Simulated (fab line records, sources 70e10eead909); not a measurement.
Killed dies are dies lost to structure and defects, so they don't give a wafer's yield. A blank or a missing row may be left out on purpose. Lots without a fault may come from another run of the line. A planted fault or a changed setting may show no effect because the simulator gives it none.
fab line records | flow nand_harc | part 1 of 2: steps 1 to 4 of 6
record lots=20 wafers=60 last_day=24
route steps=1159 shown A_CHANNEL_HOLE_D1@476 A_STAIRCASE@557
lots that met no fault: from a run of the same line without faults
start_h: hours from the record's first day to the start of the lot's first wafer shown | wait_h: hours since the lot's step before | " the same as in the row above | L1.1+2: a row that stands for several wafers | - no value, or no start given | * or withheld: withheld | < > ~ a bound
route shown NAME@n: a module of which the file shows steps, and the number in the route of the first | usual: mean/standard deviation of fault-free wafers | same: alike in all rows | chamber/n: place in a boat | sites: the reading at each site | _std_site: their standard deviation | _edge_site: outer sites' mean less inner sites' | radius_mm: how far each site lies from the wafer's centre | mask NAME#n: copy n | behind: the tool/chamber that last shaped the wafer | hold: why the lot was held/for how many hours/how that ended | device: the transistor (n, p or np) that didn't switch | end of line: the same wafers' tests at the end of the route | a step without rows: its recipe alone | killed: dies lost to structure and defects at the first sort, not the wafer's yield | map: a wafer's dies, x killed, . not, _ none there
set.NAME: the setting as run; set.NAME@STEP: as run at that earlier step | model.NAME: the simulator's own value behind a step, which no gauge read
steps of the route over a sample of lots; a table a step, a row a wafer
services: from which hour (start_h, from the record's first day; less than 0 if before it) a tool's chamber was out of use, for how many hours, and why
## steps
# step NHARC_A_CHANNEL_HOLE_D1_ETCH_24
# recipe bias_v=5000 source_w=withheld pressure_mtorr=20 time_s=906.2 ar_flow_sccm=375 c4f8_flow_sccm=93.8 o2_flow_sccm=31.2 temp_c=-20 target_depth_a=15000 chemistry=C4F8/O2/Ar
# usual drypump_motor_current_A=5.7/0.36 o2_flow_sccm=31.18/0.1 showerhead_plenum_p_Torr=3.75/0.087 throttle_valve_pct=32.237/0.0095
# columns lot.wafer tool chamber start_h wait_h drypump_motor_current_A o2_flow_sccm rf_hours_counter_h showerhead_plenum_p_Torr throttle_valve_pct
L074.1 har_etch-02 1 163.08 0.6 5.3 30.98 94 3.87 32.229
L074.3 " 1 " " 5.3 31.02 - 3.87 32.252
L074.5 " 0 " " 6.1 30.98 - 3.69 32.241
L075.2 har_etch-02 0 187.10 0.6 6.1 31.16 103 3.68 32.250
L075.1 " 1 " " 5.3 30.98 103 3.87 32.243
L075.3 " 1 " " 5.3 31.21 - 3.87 32.246
L078.1 har_etch-02 1 198.25 0.6 5.3 31.24 107 3.87 32.237
L078.4 " 1 " " 5.3 31.28 - 3.87 32.242
L078.6 " 1 " " 5.3 31.27 - 3.87 32.243
L077.1 har_etch-01 1 198.29 0.6 6.0 31.23 198 3.68 32.235
L077.2 " 0 " " 5.4 31.33 198 3.82 32.228
L077.3 " 0 " " 5.5 31.20 - 3.82 32.243
L076.2 har_etch-02 0 202.58 0.6 6.0 31.17 111 3.68 32.242
L076.3 " 0 " " 6.1 31.13 - 3.68 32.240
L076.6 " 0 " " 6.0 30.89 - 3.68 32.228
L079.4 har_etch-02 0 210.07 0.6 6.0 31.06 - 3.68 32.220
L079.3 " 1 " " 5.3 31.20 - 3.86 32.224
L079.6 " 0 " " 6.0 31.12 - 3.68 32.256
L080.1 har_etch-01 0 212.88 0.6 5.4 31.20 205 3.81 32.241
L080.4 " 0 " " 5.4 31.15 - 3.81 32.236
L080.5 " 0 " " 5.4 31.03 - 3.81 32.219
L082.2 har_etch-02 1 218.26 0.6 5.3 31.16 121 3.86 32.244
L082.6 " 1 " " 5.3 31.18 - 3.86 32.258
L082.5 " 0 " " 6.0 31.05 - 3.67 32.252
L081.2 har_etch-01 1 227.00 0.6 6.0 31.20 210 3.67 32.239
L081.1 " 0 " " 5.4 31.21 210 3.81 32.230
L081.4 " 0 " " 5.4 31.28 - 3.81 32.237
L084.4 har_etch-02 1 242.31 0.6 5.3 31.37 - 3.86 32.232
L084.3 " 0 " " 6.0 31.11 - 3.67 32.226
L084.5 " 1 " " 5.3 31.26 - 3.86 32.255
L085.2 har_etch-01 0 242.96 0.6 5.4 31.27 214 3.81 32.222
L085.3 " 1 " " 6.0 31.23 - 3.67 32.257
L085.6 " 1 " " 6.0 31.37 - 3.67 32.245
L083.4 har_etch-02 0 246.47 0.6 6.0 31.16 - 3.67 32.230
L083.5 " 0 " " 6.0 31.19 - 3.67 32.241
L083.6 " 1 " " 5.3 31.30 - 3.85 32.259
L086.2 har_etch-02 1 252.06 0.6 5.3 31.10 135 3.85 32.236
L086.3 " 1 " " 5.3 31.17 - 3.85 32.242
L086.5 " 1 " " 5.3 31.18 - 3.85 32.237
L092.4 har_etch-02 0 284.03 0.6 6.0 31.36 - 3.66 32.234
L092.5 " 0 " " 6.1 31.18 - 3.66 32.224
L092.6 " 1 " " 5.3 31.10 - 3.84 32.237
L090.4 har_etch-01 1 285.01 0.6 6.0 31.21 - 3.66 32.244
L090.5 " 0 " " 5.4 31.33 - 3.80 32.236
L090.6 " 1 " " 6.0 31.25 - 3.66 32.228
L091.2 har_etch-02 0 287.96 0.6 6.0 31.04 152 3.66 32.227
L091.4 " 0 " " 6.0 31.25 - 3.66 32.238
L091.5 " 1 " " 5.3 31.23 - 3.84 32.248
L093.1 har_etch-01 1 290.46 0.6 6.0 31.11 241 3.66 32.250
L093.2 " 0 " " 5.4 31.30 241 3.79 32.242
L093.3 " 0 " " 5.4 31.27 - 3.79 32.251
L094.2 har_etch-02 1 296.65 0.6 5.3 31.12 155 3.84 32.251
L094.1 " 0 " " 6.0 31.18 155 3.66 32.234
L094.3 " 1 " " 5.3 31.10 - 3.84 32.237
L095.4 har_etch-02 1 310.26 0.6 5.3 31.21 - 3.84 32.244
L095.3 " 0 " " 6.0 31.13 - 3.65 32.245
L095.6 " 0 " " 6.1 31.27 - 3.65 32.234
L096.1 har_etch-02 0 318.35 0.6 6.0 31.18 169 3.65 32.236
L096.4 " 1 " " 5.3 31.09 - 3.83 32.236
L096.6 " 0 " " 6.1 31.10 - 3.65 32.238
# step NHARC_A_CHANNEL_HOLE_D1_ETCH_26
# recipe bias_v=300 source_w=2000 pressure_mtorr=30 time_s=224.1 ar_flow_sccm=375 c4f8_flow_sccm=11.4 o2_flow_sccm=113.6 temp_c=-20 target_depth_a=3000 chemistry=C4F8/O2/Ar
# usual drypump_motor_current_A=5.7/0.36 o2_flow_sccm=113.6/0.35 showerhead_plenum_p_Torr=3.80/0.092 throttle_valve_pct=24.582/0.0096
# columns lot.wafer tool chamber start_h wait_h drypump_motor_current_A o2_flow_sccm rf_hours_counter_h showerhead_plenum_p_Torr throttle_valve_pct
L074.1 har_etch-02 1 164.73 0.7 5.3 113.3 96 3.93 24.576
L074.3 " 1 " " 5.3 113.4 - 3.93 24.583
L074.5 " 0 " " 6.0 113.4 - 3.74 24.598
L075.2 har_etch-02 0 188.76 0.7 6.0 113.4 105 3.73 24.582
L075.1 " 1 " " 5.3 113.4 105 3.93 24.578
L075.3 " 1 " " 5.3 114.0 - 3.93 24.604
L078.1 har_etch-02 1 199.90 0.7 5.3 114.1 109 3.93 24.564
L078.4 " 1 " " 5.3 113.6 - 3.93 24.573
L078.6 " 1 " " 5.3 113.6 - 3.93 24.585
L077.1 har_etch-01 1 199.95 0.7 6.0 114.0 200 3.73 24.574
L077.2 " 0 " " 5.4 113.9 200 3.87 24.589
L077.3 " 0 " " 5.5 113.2 - 3.87 24.590
L076.2 har_etch-02 0 204.13 0.6 6.1 113.9 113 3.73 24.568
L076.3 " 0 " " 6.1 113.9 - 3.73 24.574
L076.6 " 0 " " 6.0 113.8 - 3.73 24.586
L079.4 har_etch-02 0 211.51 0.5 6.0 113.6 - 3.73 24.591
L079.3 " 1 " " 5.3 113.4 - 3.92 24.580
L079.6 " 0 " " 6.0 113.3 - 3.73 24.585
L080.1 har_etch-01 0 214.51 0.7 5.5 113.9 207 3.87 24.583
L080.4 " 0 " " 5.5 113.7 - 3.87 24.600
L080.5 " 0 " " 5.5 113.3 - 3.87 24.575
L082.2 har_etch-02 1 219.90 0.7 5.3 113.5 122 3.92 24.577
L082.6 " 1 " " 5.3 113.6 - 3.92 24.590
L082.5 " 0 " " 6.1 113.4 - 3.72 24.585
L081.2 har_etch-01 1 228.64 0.7 6.0 113.9 212 3.72 24.585
L081.1 " 0 " " 5.4 112.6 212 3.87 24.571
L081.4 " 0 " " 5.4 113.1 - 3.86 24.581
L084.4 har_etch-02 1 243.76 0.5 5.3 113.3 - 3.92 24.584
L084.3 " 0 " " 6.1 113.7 - 3.72 24.577
L084.5 " 1 " " 5.3 113.3 - 3.92 24.567
L085.2 har_etch-01 0 244.61 0.7 5.5 113.7 216 3.86 24.582
L085.3 " 1 " " 6.0 113.7 - 3.72 24.594
L085.6 " 1 " " 6.0 113.5 - 3.72 24.582
L083.4 har_etch-02 0 247.92 0.5 6.0 114.0 - 3.72 24.574
L083.5 " 0 " " 6.0 113.6 - 3.72 24.596
L083.6 " 1 " " 5.3 114.0 - 3.91 24.583
L086.2 har_etch-02 1 253.70 0.7 5.3 113.6 137 3.91 24.572
L086.3 " 1 " " 5.3 113.6 - 3.91 24.565
L086.5 " 1 " " 5.3 113.3 - 3.91 24.598
L092.4 har_etch-02 0 285.49 0.5 6.0 113.4 - 3.71 24.587
L092.5 " 0 " " 6.1 113.3 - 3.71 24.576
L092.6 " 1 " " 5.3 114.8 - 3.90 24.584
L090.4 har_etch-01 1 286.37 0.4 6.0 113.7 - 3.71 24.590
L090.5 " 0 " " 5.4 113.8 - 3.85 24.578
L090.6 " 1 " " 6.0 113.7 - 3.71 24.594
L091.2 har_etch-02 0 289.61 0.7 6.0 113.3 153 3.71 24.586
L091.4 " 0 " " 6.0 113.3 - 3.71 24.585
L091.5 " 1 " " 5.3 113.7 - 3.90 24.594
L093.1 har_etch-01 1 292.11 0.7 6.0 113.5 242 3.70 24.589
L093.2 " 0 " " 5.4 114.2 242 3.85 24.588
L093.3 " 0 " " 5.4 113.3 - 3.85 24.590
L094.2 har_etch-02 1 298.28 0.7 5.3 113.4 157 3.90 24.583
L094.1 " 0 " " 6.1 114.0 157 3.70 24.576
L094.3 " 1 " " 5.3 114.0 - 3.90 24.572
L095.4 har_etch-02 1 311.74 0.5 5.3 113.3 - 3.89 24.598
L095.3 " 0 " " 6.0 113.6 - 3.70 24.582
L095.6 " 0 " " 6.1 113.9 - 3.70 24.589
L096.1 har_etch-02 0 319.98 0.7 6.0 112.5 170 3.70 24.576
L096.4 " 1 " " 5.3 113.6 - 3.89 24.575
L096.6 " 0 " " 6.0 113.1 - 3.70 24.600
# step NHARC_A_STAIRCASE_TRIM_20
# recipe time_s=211.2 o2_flow_sccm=500 ar_flow_sccm=0 bias_w=0 chemistry=O2
# usual drypump_motor_current_A=5.6/0.36 o2_flow_sccm=499.9/1.6 oes_product_au=0.998/0.014 rf_vpp_V=57.7/0.89 showerhead_plenum_p_Torr=3.50/0.12 throttle_valve_pct=17.037/0.0087
# columns lot.wafer tool chamber start_h wait_h drypump_motor_current_A o2_flow_sccm oes_product_au rf_hours_counter_h rf_vpp_V showerhead_plenum_p_Torr throttle_valve_pct
L074.1 rie_diel-12 0 217.11 0.1 5.6 502.9 0.971 2 58.6 3.63 17.037
L074.3 " 1 " " 5.9 498.1 0.994 1 55.7 3.42 17.032
L074.5 " 1 " " 5.9 497.6 0.985 - 58.1 3.42 17.043
L075.1 rie_diel-02 2 246.03 0.1 5.4 500.0 0.999 36 58.7 3.42 17.048
L075.2 " 0 " " 5.8 501.6 0.996 36 58.2 3.41 17.029
L075.3 " 1 " " 6.0 501.1 0.991 31 57.4 3.31 17.054
L077.3 rie_diel-03 1 256.48 0.1 4.9 498.5 0.993 10 57.9 3.60 17.036
L077.1 " 3 " " 6.1 501.3 1.010 13 58.2 3.50 17.024
L077.2 " 0 " " 5.1 500.9 1.011 12 57.7 3.51 17.056
L076.3 rie_diel-03 1 256.65 0.1 4.9 500.3 0.995 10 58.8 3.60 17.038
L076.2 " 2 " " 5.2 499.3 1.015 12 57.4 3.64 17.043
L076.6 " 3 " " 6.1 498.1 1.014 - 58.0 3.50 17.048
L078.1 rie_diel-12 1 257.90 0.1 5.9 498.3 0.990 16 55.7 3.41 17.042
L078.4 " 3 " " 5.3 499.4 1.006 15 57.7 3.60 17.058
L078.6 " 2 " " 6.1 501.4 0.990 - 59.1 3.70 17.046
L079.3 rie_diel-12 1 265.44 0.1 5.9 500.9 0.997 21 57.2 3.41 17.036
L079.4 " 3 " " 5.3 500.1 1.011 18 59.3 3.60 17.023
L079.6 " 1 " " 5.9 502.8 1.000 - 56.7 3.41 17.026
L080.4 rie_diel-02 0 270.86 0.1 5.9 500.1 1.001 44 58.1 3.40 17.043
L080.1 " 1 " " 6.0 501.7 1.008 39 57.8 3.31 17.029
L080.5 " 1 " " 6.0 501.3 0.998 - 57.3 3.31 17.044
L082.2 rie_diel-02 0 275.14 0.1 5.8 501.9 0.999 46 57.4 3.40 17.023
L082.6 " 0 " " 5.8 499.7 0.997 - 57.6 3.40 17.034
L082.5 " 1 " " 6.0 495.5 1.001 - 57.7 3.31 17.028
L081.4 rie_diel-02 1 286.32 0.1 6.0 502.2 1.008 44 57.2 3.30 17.046
L081.2 " 2 " " 5.3 501.1 0.998 49 57.1 3.41 17.035
L081.1 " 3 " " 5.2 499.0 1.002 50 56.6 3.47 17.037
L084.4 rie_diel-02 3 298.87 0.1 5.2 501.2 1.015 51 57.2 3.47 17.030
L084.3 " 0 " " 5.9 501.9 1.000 54 57.0 3.40 17.042
L084.5 " 0 " " 5.8 500.3 1.005 - 56.2 3.39 17.018
L085.3 rie_diel-12 3 299.09 0.1 5.3 501.7 1.010 28 58.9 3.59 17.029
L085.2 " 0 " " 5.6 502.8 0.987 31 58.2 3.61 17.038
L085.6 " 1 " " 5.9 498.8 0.999 - 58.7 3.40 17.049
L086.2 rie_diel-02 1 306.23 0.1 6.0 500.1 1.012 50 58.3 3.30 17.048
L086.3 " 3 " " 5.2 498.5 1.013 53 59.4 3.47 17.024
L086.5 " 2 " " 5.3 496.7 0.994 - 57.6 3.41 17.038
L083.4 rie_diel-12 1 309.19 0.1 5.9 499.3 0.994 36 56.1 3.40 17.041
L083.6 " 2 " " 6.1 501.1 0.979 - 57.5 3.69 17.048
L083.5 " 3 " " 5.3 498.5 0.989 - 58.6 3.59 17.040
L090.4 rie_diel-12 2 342.86 0.1 6.1 501.4 0.981 47 57.6 3.69 17.043
L090.6 " 0 " " 5.6 500.9 0.990 - 56.2 3.60 17.046
L090.5 " 1 " " 5.9 499.6 1.012 - 59.0 3.39 17.033
L092.4 rie_diel-02 1 345.50 0.1 6.0 499.1 0.995 2 56.3 3.30 17.038
L092.6 " 1 " " 6.0 499.0 0.999 - 57.9 3.30 17.034
L092.5 " 2 " " 5.3 503.2 0.992 - 56.9 3.40 17.036
L093.3 rie_diel-03 2 348.68 0.1 5.2 500.1 1.003 48 58.7 3.62 17.045
L093.2 " 0 " " 5.1 502.2 0.997 45 57.4 3.49 17.036
L093.1 " 1 " " 4.9 496.7 0.994 43 57.8 3.58 17.030
L091.4 rie_diel-12 3 349.08 0.1 5.3 500.8 0.988 45 57.2 3.58 17.038
L091.2 " 0 " " 5.6 498.4 0.983 51 57.0 3.60 17.052
L091.5 " 1 " " 5.9 499.1 0.999 - 59.4 3.39 17.032
L094.2 rie_diel-02 2 352.80 0.1 5.4 499.0 0.988 5 57.4 3.40 17.030
L094.3 " 3 " " 5.2 502.1 1.021 5 56.2 3.46 17.053
L094.1 " 1 " " 6.0 497.6 0.993 5 57.5 3.29 17.028
L095.4 rie_diel-02 1 372.79 0.1 6.0 498.8 0.988 11 57.8 3.29 17.046
L095.3 " 2 " " 5.4 500.4 0.986 11 57.6 3.40 17.050
L095.6 " 0 " " 5.8 499.7 1.015 - 58.4 3.38 17.041
L096.4 rie_diel-12 0 375.98 0.1 5.6 499.9 0.973 61 57.1 3.59 17.027
L096.1 " 1 " " 5.9 500.6 0.997 60 58.3 3.39 17.040
L096.6 " 0 " " 5.6 499.1 0.976 - 57.2 3.59 17.026
# step NHARC_A_STAIRCASE_TRIM_26
# recipe time_s=211.2 o2_flow_sccm=500 ar_flow_sccm=0 bias_w=0 chemistry=O2
# usual drypump_motor_current_A=5.6/0.36 o2_flow_sccm=500.1/1.5 oes_product_au=0.997/0.014 rf_vpp_V=57.6/0.87 showerhead_plenum_p_Torr=3.51/0.12 throttle_valve_pct=17.036/0.0089
# columns lot.wafer tool chamber start_h wait_h drypump_motor_current_A o2_flow_sccm oes_product_au rf_hours_counter_h rf_vpp_V showerhead_plenum_p_Torr throttle_valve_pct
L074.1 rie_diel-12 2 - - 6.1 499.8 0.985 2 58.6 3.71 17.029
L074.3 " 1 " " 5.9 498.9 0.988 2 57.4 3.42 17.038
L074.5 " 2 " " 6.1 500.0 0.977 - 57.8 3.71 17.029
L075.1 rie_diel-02 1 - - 6.0 499.0 0.994 31 56.4 3.31 17.036
L075.2 " 2 " " 5.3 502.8 1.003 36 57.4 3.42 17.041
L075.3 " 3 " " 5.2 502.4 0.997 35 57.0 3.48 17.037
L077.2 rie_diel-03 0 - - 5.1 498.1 1.003 12 57.2 3.51 17.033
L077.1 " 1 " " 4.9 502.1 1.000 11 57.1 3.60 17.027
L077.3 " 3 " " 6.1 497.0 1.009 14 57.1 3.50 17.030
L076.3 rie_diel-03 1 - - 4.9 499.1 0.996 11 56.6 3.60 17.029
L076.2 " 2 " " 5.2 501.5 1.006 13 56.8 3.64 17.025
L076.6 " 1 " " 4.9 499.6 0.997 - 57.8 3.60 17.038
L078.1 rie_diel-12 0 - - 5.6 502.6 0.965 16 58.1 3.62 17.023
L078.4 " 2 " " 6.1 502.2 0.975 17 57.6 3.70 17.047
L078.6 " 3 " " 5.3 499.8 1.001 - 57.4 3.60 17.032
L079.4 rie_diel-12 0 - - 5.6 498.0 0.976 20 58.7 3.62 17.024
L079.3 " 2 " " 6.1 501.5 0.983 21 57.8 3.70 17.058
L079.6 " 3 " " 5.3 500.2 1.013 - 57.7 3.60 17.040
L080.1 rie_diel-02 0 - - 5.8 500.2 1.005 45 56.9 3.40 17.032
L080.4 " 1 " " 6.0 499.0 1.007 39 58.3 3.31 17.042
L080.5 " 3 " " 5.2 499.8 1.004 - 56.6 3.47 17.030
L082.2 rie_diel-02 3 - - 5.2 496.0 1.000 45 57.1 3.47 17.037
L082.6 " 2 " " 5.4 497.7 1.000 - 58.3 3.42 17.046
L082.5 " 3 " " 5.2 496.8 1.009 - 56.5 3.47 17.038
L081.1 rie_diel-02 1 - - 6.0 498.4 1.001 44 57.0 3.30 17.020
L081.2 " 2 " " 5.3 500.0 1.002 49 57.5 3.41 17.033
L081.4 " 3 " " 5.2 501.6 1.004 50 57.1 3.47 17.037
L084.4 rie_diel-02 0 - - 5.8 500.1 0.999 54 57.2 3.40 17.047
L084.3 " 1 " " 6.0 501.4 0.997 48 57.0 3.30 17.039
L084.5 " 1 " " 6.0 500.5 1.007 - 58.5 3.30 17.028
L085.2 rie_diel-12 3 - - 5.3 500.8 1.009 29 57.9 3.59 17.043
L085.3 " 1 " " 5.9 499.4 0.992 32 58.1 3.40 17.030
L085.6 " 0 " " 5.6 502.0 0.978 - 57.3 3.61 17.036
L086.3 rie_diel-02 3 - - 5.2 502.2 1.001 53 57.7 3.47 17.041
L086.2 " 0 " " 5.8 501.3 1.016 57 56.9 3.39 17.034
L086.5 " 1 " " 6.0 499.5 1.007 - 56.8 3.30 17.036
L083.4 rie_diel-12 1 - - 5.9 501.4 0.998 37 56.3 3.40 17.044
L083.6 " 2 " " 6.1 500.7 0.976 - 58.2 3.69 17.046
L083.5 " 3 " " 5.3 498.6 1.004 - 58.9 3.59 17.021
L090.4 rie_diel-12 3 - - 5.3 497.9 0.997 43 57.4 3.58 17.020
L090.5 " 2 " " 6.1 501.9 0.977 - 58.4 3.69 17.050
L090.6 " 3 " " 5.3 499.8 0.986 - 57.9 3.58 17.038
L092.4 rie_diel-02 0 - - 5.8 498.7 1.016 2 57.1 3.39 17.032
L092.6 " 2 " " 5.3 502.0 0.992 - 57.7 3.40 17.033
L092.5 " 3 " " 5.2 502.1 1.015 - 58.6 3.46 17.034
L093.2 rie_diel-03 1 - - 4.9 499.0 1.002 43 57.9 3.58 17.018
L093.3 " 2 " " 5.2 498.7 1.013 49 58.1 3.62 17.035
L093.1 " 0 " " 5.1 499.6 1.004 46 58.2 3.49 17.032
L091.2 rie_diel-12 1 - - 5.9 499.4 1.007 52 58.0 3.39 17.037
L091.4 " 2 " " 6.1 500.3 0.985 49 58.0 3.69 17.050
L091.5 " 0 " " 5.6 501.1 0.987 - 57.5 3.60 17.022
L094.1 rie_diel-02 2 - - 5.4 498.3 0.989 6 56.6 3.40 17.062
L094.3 " 3 " " 5.2 500.5 1.031 5 59.6 3.46 17.043
L094.2 " 0 " " 5.8 500.6 1.017 5 57.3 3.39 17.042
L095.3 rie_diel-02 2 - - 5.3 503.7 0.979 11 55.9 3.40 17.037
L095.4 " 3 " " 5.2 500.0 1.022 11 56.6 3.46 17.051
L095.6 " 3 " " 5.2 499.5 1.022 - 59.1 3.46 17.035
L096.1 rie_diel-12 3 - - 5.3 501.2 1.018 56 57.3 3.58 17.026
L096.4 " 1 " " 5.9 502.0 0.991 60 57.7 3.39 17.037
L096.6 " 2 " " 6.1 499.8 0.975 - 56.8 3.68 17.036
